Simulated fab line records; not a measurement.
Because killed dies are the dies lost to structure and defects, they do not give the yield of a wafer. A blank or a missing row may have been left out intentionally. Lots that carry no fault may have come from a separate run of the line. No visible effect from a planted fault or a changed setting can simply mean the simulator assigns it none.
Split-lot experiment / flow n5 finfet / 21 wafers read from 7 lots, route of 1938 steps

## ON THE SPLIT
At N5_HKMG_FIN_ETCH_54 (etches SiARC in CF4, target depth 45.5 nm, time 75.8 s), the setting source w was moved away from the recipe's 545 W on 7 of the 21 wafers read, by -14.4% to +17.9%. This setting was run at the recipe's value on the other wafers.

The reading comes from the split's own step.

## THE READING
rf vpp V, in V, at N5_HKMG_FIN_ETCH_54 (etches SiARC in CF4, target depth 45.5 nm, time 75.8 s). Typical for fault-free wafers on this fab line: 184.0 V, with standard deviation 1.3 V.

wafer=L075.2; tool, chamber at the split=rie diel-02, 3; source w as run, W=545; against the recipe=recipe; rf vpp V, V=182.6; against lot-mates on the recipe=-
wafer=L075.5; tool, chamber at the split=rie diel-02, 2; source w as run, W=611.5; against the recipe=+12.2%; rf vpp V, V=176.4; against lot-mates on the recipe=-6.8
wafer=L075.6; tool, chamber at the split=rie diel-02, 3; source w as run, W=545; against the recipe=recipe; rf vpp V, V=183.9; against lot-mates on the recipe=-
wafer=L081.1; tool, chamber at the split=rie diel-03, 0; source w as run, W=545; against the recipe=recipe; rf vpp V, V=184.0; against lot-mates on the recipe=-
wafer=L081.2; tool, chamber at the split=rie diel-03, 2; source w as run, W=466.5; against the recipe=-14.4%; rf vpp V, V=194.3; against lot-mates on the recipe=+11.1
wafer=L081.5; tool, chamber at the split=rie diel-03, 3; source w as run, W=545; against the recipe=recipe; rf vpp V, V=182.5; against lot-mates on the recipe=-
wafer=L084.2; tool, chamber at the split=rie diel-06, 2; source w as run, W=545; against the recipe=recipe; rf vpp V, V=182.9; against lot-mates on the recipe=-
wafer=L084.3; tool, chamber at the split=rie diel-06, 0; source w as run, W=642.5; against the recipe=+17.9%; rf vpp V, V=174.2; against lot-mates on the recipe=-9.7
wafer=L084.6; tool, chamber at the split=rie diel-06, 1; source w as run, W=545; against the recipe=recipe; rf vpp V, V=184.8; against lot-mates on the recipe=-
wafer=L086.2; tool, chamber at the split=rie diel-03, 0; source w as run, W=545; against the recipe=recipe; rf vpp V, V=183.9; against lot-mates on the recipe=-
wafer=L086.3; tool, chamber at the split=rie diel-03, 1; source w as run, W=545; against the recipe=recipe; rf vpp V, V=183.7; against lot-mates on the recipe=-
wafer=L086.6; tool, chamber at the split=rie diel-03, 2; source w as run, W=545; against the recipe=recipe; rf vpp V, V=182.4; against lot-mates on the recipe=-
wafer=L090.2; tool, chamber at the split=rie diel-03, 2; source w as run, W=545; against the recipe=recipe; rf vpp V, V=182.3; against lot-mates on the recipe=-
wafer=L090.5; tool, chamber at the split=rie diel-03, 1; source w as run, W=488.7; against the recipe=-10.3%; rf vpp V, V=191.7; against lot-mates on the recipe=+9.4
wafer=L090.6; tool, chamber at the split=rie diel-03, 3; source w as run, W=488.7; against the recipe=-10.3%; rf vpp V, V=189.0; against lot-mates on the recipe=+6.7
wafer=L091.2; tool, chamber at the split=rie diel-02, 2; source w as run, W=545; against the recipe=recipe; rf vpp V, V=183.4; against lot-mates on the recipe=-
wafer=L091.3; tool, chamber at the split=rie diel-02, 1; source w as run, W=545; against the recipe=recipe; rf vpp V, V=183.0; against lot-mates on the recipe=-
wafer=L091.5; tool, chamber at the split=rie diel-02, 0; source w as run, W=545; against the recipe=recipe; rf vpp V, V=185.1; against lot-mates on the recipe=-
wafer=L097.1; tool, chamber at the split=rie diel-02, 0; source w as run, W=628; against the recipe=+15.2%; rf vpp V, V=179.3; against lot-mates on the recipe=-4.3
wafer=L097.2; tool, chamber at the split=rie diel-02, 1; source w as run, W=545; against the recipe=recipe; rf vpp V, V=183.6; against lot-mates on the recipe=-
wafer=L097.4; tool, chamber at the split=rie diel-02, 3; source w as run, W=628; against the recipe=+15.2%; rf vpp V, V=174.8; against lot-mates on the recipe=-8.8

THE FIT
A straight line over all 21 wafers: rf vpp V changes by -0.559 V for each +1% of source w; r = -0.96; the points scatter about the line by 1.4 V.
The same after taking each lot's own level away (the mean of its wafers on the recipe; 21 wafers): -0.588 V for each +1%; r = -0.96; scatter 1.5 V.
Per that fit: largest source w move, reading shift of 11 V.
The span of the lots' own levels, 182.30 to 183.85 V, comes to 1.2 times the standard deviation stated above.
Consequently the slope shifts little with the lot-to-lot level, the two slopes agreeing.
Check: -10 V against its lot-mates is what the line predicts for one of the wafers moved furthest among these (+17.9%) when that wafer is left out of the fit. It came out at -9.65 V against them.
Tool readings at the split's step, against how far the setting was moved: etch rf on time s r = -0.96; rf vpp V r = -0.96.

## THE OTHER SPLITS THESE WAFERS WENT THROUGH
Before the reading, these wafers also passed through other splits. Each is held against what the fit with the lots' levels taken away leaves over:
other split on the same wafers=N5_SDB_STRIP_22 power w; wafers away from the commonest value=7; r with rf vpp V (lot level and that fit taken away)=+0.00

## THE WHOLE CHAIN: every reading that the file lists as answering this split, in the file's order
step=N5_HKMG_FIN_ETCH_54; what it does=etches SiARC in CF4, target depth 45.5 nm, time 75.8 s; reading=etch rf on time s; change (the file's fit)=withheld for each +1% of the setting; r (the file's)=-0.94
step=N5_HKMG_FIN_ETCH_54; what it does=etches SiARC in CF4, target depth 45.5 nm, time 75.8 s; reading=rf vpp V; change (the file's fit)=-0.591 V for each +1% of the setting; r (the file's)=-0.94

## FILE'S OWN FIT
rf vpp V changes by -0.591 V for each +1% of source w, r = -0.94.
